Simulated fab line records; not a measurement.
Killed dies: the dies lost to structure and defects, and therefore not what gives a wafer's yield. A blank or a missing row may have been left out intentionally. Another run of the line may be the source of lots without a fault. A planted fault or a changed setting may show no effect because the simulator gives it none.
Split-lot study -- flow n5Finfet -- 21 wafers read from 7 lots, route of 1938 steps

## THE SPLIT
At N5_BEOL_M9_TRENCH_ETCH_37 (etches SiCOH lowk in C4F6/O2, target depth 151.43 nm, time 49 s), the setting biasW was moved away from the recipe's 185 W on 6 of the 21 wafers read, by -16.4% to +9.7%. For the rest of the wafers, this setting stayed at what the recipe calls for.

The split's own step is where the reading is taken.

## THE READING
rfVppV, in V, at N5_BEOL_M9_TRENCH_ETCH_37 (etches SiCOH lowk in C4F6/O2, target depth 151.43 nm, time 49 s). Typical for fault-free wafers on this fab line: 676 V, with standard deviation 14 V.

wafer,"tool, chamber at the split","biasW as run, W",against the recipe,"rfVppV, V",against lot-mates on the recipe
L075.1,"rieDiel-03, 1",168,-9.2%,627,-52
L075.5,"rieDiel-03, 2",185,recipe,682,-
L075.6,"rieDiel-03, 1",185,recipe,677,-
L076.1,"rieDiel-04, 2",185,recipe,701,-
L076.3,"rieDiel-04, 3",185,recipe,678,-
L076.6,"rieDiel-04, 3",185,recipe,678,-
L078.4,"rieDiel-01, 1",185,recipe,648,-
L078.5,"rieDiel-01, 1",202.9,+9.7%,697,+46
L078.6,"rieDiel-01, 0",185,recipe,655,-
L081.2,"rieDiel-03, 2",185,recipe,680,-
L081.4,"rieDiel-03, 1",185,recipe,677,-
L081.5,"rieDiel-03, 1",185,recipe,677,-
L085.1,"rieDiel-04, 2",185,recipe,700,-
L085.3,"rieDiel-04, 1",185,recipe,683,-
L085.5,"rieDiel-04, 0",185,recipe,665,-
L090.1,"rieDiel-01, 3",185,recipe,674,-
L090.4,"rieDiel-01, 2",199.8,+8.0%,702,+28
L090.5,"rieDiel-01, 3",199.8,+8.0%,715,+41
L095.1,"rieDiel-04, 1",154.6,-16.4%,592,-85
L095.2,"rieDiel-04, 3",185,recipe,677,-
L095.3,"rieDiel-04, 0",154.6,-16.4%,577,-100

FIT RESULTS
A straight line over all 21 wafers: rfVppV changes by +4.89 V for each +1% of biasW; r = +0.92; the points scatter about the line by 14 V.
The same after taking each lot's own level away (the mean of its wafers on the recipe; 21 wafers): +5.3 V for each +1%; r = +0.97; scatter 8.5 V.
That fit puts the effect of the largest move of biasW on the reading at 87 V.
Across the lots, their own levels run from 651.5 to 685.7 V, a range of 2.4 times the standard deviation given above.
Consequently the slope shifts little with the lot-to-lot level, the two slopes agreeing.
Check: -90.9 V against its lot-mates is what the line predicts for one of the wafers moved furthest among these (-16.4%) when that wafer is left out of the fit. Against them it came out at -85 V.
Tool readings at the split's step, against how far the setting was moved: rfVppV r = +0.92.

## ADDITIONAL SPLITS CARRIED BY THESE WAFERS
These wafers also went through other splits before the reading. Each is held against what the fit with the lots' levels taken away leaves over:
other split on the same wafers,wafers away from the commonest value,r with rfVppV (lot level and that fit taken away)
N5_BEOL_M9_ILD_DEP_00 timeS,5,-0.33
N5_BEOL_M9_COAT_60 spinRpm,5,+0.32
N5_BEOL_M9_ETCH_65 biasW,8,+0.15

## THE FILE'S OWN FIT
rfVppV changes by +5.33 V for each +1% of biasW, r = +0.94.
